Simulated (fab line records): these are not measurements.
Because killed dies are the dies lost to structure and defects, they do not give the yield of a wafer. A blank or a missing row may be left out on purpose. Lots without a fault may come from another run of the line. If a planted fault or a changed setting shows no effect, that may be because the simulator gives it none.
Split-lot trial / flow n5-finfet / route with 1938 steps; 7 lots, 21 wafers read

## THE SPLIT ITSELF
At N5_BEOL_M8_COAT_05 (resist thk 90 nm), the setting spin-rpm was moved away from the recipe's 1500 rpm on 6 of the 21 wafers read, by -8.1% to +7.9%. All remaining wafers had this setting at the recipe value.

## FROM THE SPLIT TO THE READING: what the file shows between them, 6 steps
- N5_BEOL_M8_EBR_07
- N5_BEOL_M8_SOFTBAKE_06: time 60 s
- N5_BEOL_M8_EXPOSE_08: exposes mask M8
- N5_BEOL_M8_PEB_09: peb time 60 s
- N5_BEOL_M8_DEVELOP_10: develop time 30 s
- N5_BEOL_M8_DESCUM_16: chemistry O2, time 7.9 s

## THE READING
CAR-ArF_of_BEOL_M8_COAT_05.thk-nm (the simulator's own value, which no gauge read), in nm, at N5_BEOL_M8_ETCH_61 (etches SiARC in CF4, target depth 45.5 nm, time 75.8 s). No usual value for it is given in the file. Here, 15 wafers ran the recipe; their average is 50.9 nm with a standard deviation of 0.17 nm.

wafer=L077.2; tool, chamber at the split=litho-track-03, 0; spin-rpm as run, rpm=1500; against the recipe=recipe; CAR-ArF_of_BEOL_M8_COAT_05.thk-nm, nm=50.6; against lot-mates on the recipe=-
wafer=L077.3; tool, chamber at the split=litho-track-03, 0; spin-rpm as run, rpm=1378; against the recipe=-8.1%; CAR-ArF_of_BEOL_M8_COAT_05.thk-nm, nm=54.8; against lot-mates on the recipe=+4.2
wafer=L077.4; tool, chamber at the split=litho-track-03, 0; spin-rpm as run, rpm=1378; against the recipe=-8.1%; CAR-ArF_of_BEOL_M8_COAT_05.thk-nm, nm=54.6; against lot-mates on the recipe=+4.0
wafer=L076.1; tool, chamber at the split=litho-track-01, 0; spin-rpm as run, rpm=1500; against the recipe=recipe; CAR-ArF_of_BEOL_M8_COAT_05.thk-nm, nm=51; against lot-mates on the recipe=-
wafer=L076.3; tool, chamber at the split=litho-track-01, 0; spin-rpm as run, rpm=1500; against the recipe=recipe; CAR-ArF_of_BEOL_M8_COAT_05.thk-nm, nm=51.2; against lot-mates on the recipe=-
wafer=L076.5; tool, chamber at the split=litho-track-01, 0; spin-rpm as run, rpm=1500; against the recipe=recipe; CAR-ArF_of_BEOL_M8_COAT_05.thk-nm, nm=50.8; against lot-mates on the recipe=-
wafer=L080.1; tool, chamber at the split=litho-track-03, 0; spin-rpm as run, rpm=1500; against the recipe=recipe; CAR-ArF_of_BEOL_M8_COAT_05.thk-nm, nm=50.8; against lot-mates on the recipe=-
wafer=L080.3; tool, chamber at the split=litho-track-03, 0; spin-rpm as run, rpm=1500; against the recipe=recipe; CAR-ArF_of_BEOL_M8_COAT_05.thk-nm, nm=50.8; against lot-mates on the recipe=-
wafer=L080.6; tool, chamber at the split=litho-track-03, 0; spin-rpm as run, rpm=1500; against the recipe=recipe; CAR-ArF_of_BEOL_M8_COAT_05.thk-nm, nm=50.8; against lot-mates on the recipe=-
wafer=L085.1; tool, chamber at the split=litho-track-04, 0; spin-rpm as run, rpm=1500; against the recipe=recipe; CAR-ArF_of_BEOL_M8_COAT_05.thk-nm, nm=51.2; against lot-mates on the recipe=-
wafer=L085.6; tool, chamber at the split=litho-track-04, 0; spin-rpm as run, rpm=1500; against the recipe=recipe; CAR-ArF_of_BEOL_M8_COAT_05.thk-nm, nm=51.2; against lot-mates on the recipe=-
wafer=L085.3; tool, chamber at the split=litho-track-04, 0; spin-rpm as run, rpm=1556; against the recipe=+3.7%; CAR-ArF_of_BEOL_M8_COAT_05.thk-nm, nm=49.6; against lot-mates on the recipe=-1.6
wafer=L088.2; tool, chamber at the split=litho-track-04, 0; spin-rpm as run, rpm=1500; against the recipe=recipe; CAR-ArF_of_BEOL_M8_COAT_05.thk-nm, nm=50.8; against lot-mates on the recipe=-
wafer=L088.4; tool, chamber at the split=litho-track-04, 0; spin-rpm as run, rpm=1500; against the recipe=recipe; CAR-ArF_of_BEOL_M8_COAT_05.thk-nm, nm=51; against lot-mates on the recipe=-
wafer=L088.6; tool, chamber at the split=litho-track-04, 0; spin-rpm as run, rpm=1500; against the recipe=recipe; CAR-ArF_of_BEOL_M8_COAT_05.thk-nm, nm=51; against lot-mates on the recipe=-
wafer=L093.3; tool, chamber at the split=litho-track-04, 0; spin-rpm as run, rpm=1500; against the recipe=recipe; CAR-ArF_of_BEOL_M8_COAT_05.thk-nm, nm=50.8; against lot-mates on the recipe=-
wafer=L093.4; tool, chamber at the split=litho-track-04, 0; spin-rpm as run, rpm=1619; against the recipe=+7.9%; CAR-ArF_of_BEOL_M8_COAT_05.thk-nm, nm=47.6; against lot-mates on the recipe=-3.2
wafer=L093.6; tool, chamber at the split=litho-track-04, 0; spin-rpm as run, rpm=1619; against the recipe=+7.9%; CAR-ArF_of_BEOL_M8_COAT_05.thk-nm, nm=47.8; against lot-mates on the recipe=-3.0
wafer=L095.1; tool, chamber at the split=litho-track-03, 0; spin-rpm as run, rpm=1443; against the recipe=-3.8%; CAR-ArF_of_BEOL_M8_COAT_05.thk-nm, nm=52.6; against lot-mates on the recipe=+1.6
wafer=L095.2; tool, chamber at the split=litho-track-03, 0; spin-rpm as run, rpm=1500; against the recipe=recipe; CAR-ArF_of_BEOL_M8_COAT_05.thk-nm, nm=51; against lot-mates on the recipe=-
wafer=L095.4; tool, chamber at the split=litho-track-03, 0; spin-rpm as run, rpm=1500; against the recipe=recipe; CAR-ArF_of_BEOL_M8_COAT_05.thk-nm, nm=51; against lot-mates on the recipe=-

FIT RESULTS
A straight line over all 21 wafers: CAR-ArF_of_BEOL_M8_COAT_05.thk-nm changes by -0.432 nm for each +1% of spin-rpm; r = -0.99; the points scatter about the line by 0.19 nm.
The same after taking each lot's own level away (the mean of its wafers on the recipe; 21 wafers): -0.446 nm for each +1%; r = -0.99; scatter 0.21 nm.
Per that fit: largest spin-rpm move, reading shift of 3.6 nm.
Measured against the standard deviation above, the lots' own levels, which go from 50.60 to 51.20 nm, span 3.5 times it.
Hence the lot-to-lot level has little effect on the slope; both slopes agree.
Check: for one of the wafers moved furthest among these (-8.1%), held out of the fit, the line's prediction against its lot-mates is +3.53 nm. Against them it came out at +4.2 nm.

## OTHER SPLITS APPLIED TO THESE WAFERS
Before the reading, these wafers also passed through other splits. Each is held against what the fit with the lots' levels taken away leaves over:
other split on the same wafers=N5_BEOL_M6_COAT_22 spin-rpm; wafers away from the commonest value=6; r with CAR-ArF_of_BEOL_M8_COAT_05.thk-nm (lot level and that fit taken away)=-0.26
other split on the same wafers=N5_BEOL_M7_COAT_05 spin-rpm; wafers away from the commonest value=11; r with CAR-ArF_of_BEOL_M8_COAT_05.thk-nm (lot level and that fit taken away)=+0.29

## THE WHOLE CHAIN: every reading that the file lists as answering this split, in the file's order
step=N5_BEOL_M8_COAT_05; what it does=resist thk 90 nm; reading=CAR-ArF_of_BEOL_M8_COAT_05.thk-nm (the simulator's own value, which no gauge read); change (the file's fit)=-0.457 nm for each +1% of the setting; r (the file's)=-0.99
step=N5_BEOL_M8_DEVELOP_10; what it does=develop time 30 s; reading=CAR-ArF_of_BEOL_M8_COAT_05.thk-nm (the simulator's own value, which no gauge read); change (the file's fit)=-0.452 nm for each +1% of the setting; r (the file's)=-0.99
step=N5_BEOL_M8_ETCH_61; what it does=etches SiARC in CF4, target depth 45.5 nm, time 75.8 s; reading=CAR-ArF_of_BEOL_M8_COAT_05.thk-nm (the simulator's own value, which no gauge read); change (the file's fit)=-0.444 nm for each +1% of the setting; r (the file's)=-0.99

## THE FILE'S OWN FIT
CAR-ArF_of_BEOL_M8_COAT_05.thk-nm changes by -0.444 nm for each +1% of spin-rpm, r = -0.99.
